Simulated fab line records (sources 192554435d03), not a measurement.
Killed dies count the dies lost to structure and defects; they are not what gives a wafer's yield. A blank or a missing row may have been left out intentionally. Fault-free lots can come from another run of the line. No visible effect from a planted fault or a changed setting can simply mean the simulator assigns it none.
Matching of chambers || flow n5 finfet || 4 sister chambers for N5_PMOS_HMC_CHANNEL_EPI_STRIP_33 on rie diel-04
The step strips in N2/H2. 4 wafers are shown with their chamber, then 7 later ones without.

== WAFERS WITH THEIR CHAMBER ==
{"wafer": "L078.3", "chamber": 1, "showerhead plenum p Torr (Torr)": 3.35}
{"wafer": "L083.2", "chamber": 2, "showerhead plenum p Torr (Torr)": 3.53}
{"wafer": "L088.3", "chamber": 0, "showerhead plenum p Torr (Torr)": 3.20}
{"wafer": "L090.4", "chamber": 3, "showerhead plenum p Torr (Torr)": 3.44}

== WAFERS WITHOUT THEIR CHAMBER ==
{"wafer": "L090.5", "showerhead plenum p Torr (Torr)": 3.19}
{"wafer": "L093.1", "showerhead plenum p Torr (Torr)": 3.19}
{"wafer": "L093.2", "showerhead plenum p Torr (Torr)": 3.43}
{"wafer": "L093.4", "showerhead plenum p Torr (Torr)": 3.19}
{"wafer": "L097.2", "showerhead plenum p Torr (Torr)": 3.43}
{"wafer": "L097.4", "showerhead plenum p Torr (Torr)": 3.33}
{"wafer": "L097.5", "showerhead plenum p Torr (Torr)": 3.18}

== CHAMBER TAKEN BY EACH ==
{"wafer": "L090.5", "from the rows above": 0, "in truth": 0}
{"wafer": "L093.1", "from the rows above": 0, "in truth": 0}
{"wafer": "L093.2", "from the rows above": 3, "in truth": 3}
{"wafer": "L093.4", "from the rows above": 0, "in truth": 0}
{"wafer": "L097.2", "from the rows above": 3, "in truth": 3}
{"wafer": "L097.4", "from the rows above": 1, "in truth": 1}
{"wafer": "L097.5", "from the rows above": 0, "in truth": 0}
Placed correctly: 7 of 7. Number that these rows cannot place: 0. Placed wrongly: 0.
How it was worked out, from the rows above alone: a wafer's distance from a chamber is the root of the sum, over the readings, of the square of ((its reading less the chamber's mean) divided by the reading's scatter). If the next closest chamber is less than 2 further off than the closest, the wafer can't be placed; otherwise it belongs to the closest. The mean given for a chamber averages the wafers shown for that chamber. The scatter: root of mean squared gap, hidden wafer to nearest shown wafer, with one shown wafer a chamber.
